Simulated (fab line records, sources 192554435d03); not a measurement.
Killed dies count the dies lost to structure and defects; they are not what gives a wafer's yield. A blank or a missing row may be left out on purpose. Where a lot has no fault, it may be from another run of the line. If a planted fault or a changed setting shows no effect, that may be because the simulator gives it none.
One fault seen from 2 desks :: flow n5-finfet :: each desk holds nothing but its own numbers, with what lay behind them at the end

## THE TOOL OWNER'S DESK: rie-diel-04
The tool's own readings at N5_BEOL_M5_ETCH_41 (etches SiCN in CH3F/O2, target depth 31.5 nm, time 56.7 s): means of the sampled wafers that have a number, for each lot that ran on this tool. A lot is out of limits, marked OUT, if its mean lies more than 4 standard deviations from the usual mean; the brackets give that distance.
Columns: A = CH3F_flow_sccm at N5_BEOL_M5_ETCH_41, usual 30.01 sccm; B = O2_flow_sccm at N5_BEOL_M5_ETCH_41, usual 20.01 sccm; C = drypump-motor-current-A at N5_BEOL_M5_ETCH_41, usual 5.8 A; D = oes-product-au at N5_BEOL_M5_ETCH_41, usual 0.79 a.u.; E = rf-vpp-V at N5_BEOL_M5_ETCH_41, usual 297.7 V; F = showerhead-plenum-p-Torr at N5_BEOL_M5_ETCH_41, usual 2.02 Torr; G = throttle-valve-pct at N5_BEOL_M5_ETCH_41, usual 16.32 %
lot: L430
first seen here: day 9 11:22
A: 30.07
B: 19.96
C: 5.4
D: 0.88
E: 298.4
F: 2.06
G: 16.32

lot: L442
first seen here: day 12 08:56
A: 30.00
B: 20.00
C: 5.6
D: 0.92
E: 297.4
F: 2.02
G: 16.20

lot: L443
first seen here: day 12 17:54
A: 29.93
B: 20.06
C: 6.1
D: 0.79
E: 297.5
F: 1.98
G: 16.31

lot: L445
first seen here: day 13 04:15
A: 29.98
B: 20.01
C: 5.9
D: 0.71
E: 296.7
F: 2.01
G: 16.46

lot: L448
first seen here: day 14 00:40
A: 30.09
B: 19.97
C: 5.6
D: 0.85
E: 297.4
F: 2.02
G: 16.32
This desk's finding: nothing out of limits on any of the 5 lots.

## METROLOGY DESK
What the gauges read, lot by lot, whatever tool the lot ran on: means of the sampled wafers that have a number. A lot is out of limits, marked OUT, if its mean lies more than 4 standard deviations from the usual mean; the brackets give that distance. Only the readings that lie furthest out on some lot appear, 7 of the 10 it has.
Columns: A = DIBL_N at N5_BEOL_M4_RC_MEAS_101, usual 35.9 mV/V; B = DIBL_P at N5_BEOL_M4_RC_MEAS_101, usual 35.9 mV/V; C = IOFF_N at N5_BEOL_M4_RC_MEAS_101, usual 0.155 nA/um; D = IOFF_P at N5_BEOL_M4_RC_MEAS_101, usual 0.201 nA/um; E = ION_N at N5_BEOL_M4_RC_MEAS_101, usual 672 uA/um; F = SS_N at N5_BEOL_M4_RC_MEAS_101, usual 71.6 mV/dec; G = VT_N at N5_BEOL_M4_RC_MEAS_101, usual 250.0 mV
lot: L430
first seen here: day 9 06:42
A: 35.9
B: 36.2
C: 0.168
D: 0.212
E: 675
F: 71.5
G: 248.9

lot: L436
first seen here: day 11 03:59
A: 35.6
B: 36.0
C: 0.143
D: 0.195
E: 667
F: 71.2
G: 251.9

lot: L438
first seen here: day 11 05:29
A: 36.2
B: 34.4
C: 0.136
D: 0.178
E: 670
F: 70.9
G: 251.2

lot: L440
first seen here: day 11 12:03
A: 37.0
B: 36.5
C: 0.184
D: 0.244
E: 675
F: 72.4
G: 246.2

lot: L442
first seen here: day 12 05:29
A: 38.3
B: 36.3
C: 0.162
D: 0.208
E: 676
F: 71.6
G: 249.1

lot: L443
first seen here: day 12 11:29
A: 35.7
B: 35.1
C: 0.138
D: 0.184
E: 667
F: 71.3
G: 252.8

lot: L446
first seen here: day 12 22:28
A: 38.4
B: 39.1
C: 0.198
D: 0.247
E: 684
F: 72.2
G: 245.2

lot: L445
first seen here: day 12 22:56
A: 36.1
B: 37.3
C: 0.162
D: 0.210
E: 675
F: 72.4
G: 249.2

lot: L448
first seen here: day 13 18:04
A: 36.0
B: 35.3
C: 0.148
D: 0.183
E: 672
F: 71.2
G: 250.5
This desk's finding: nothing out of limits on any of the 9 lots.

## ALL TOGETHER
Nothing out of limits was seen by the tool owner's desk.
At the metrology desk, nothing out of limits was observed.

## WHAT THE SIMULATOR HAD PUT IN
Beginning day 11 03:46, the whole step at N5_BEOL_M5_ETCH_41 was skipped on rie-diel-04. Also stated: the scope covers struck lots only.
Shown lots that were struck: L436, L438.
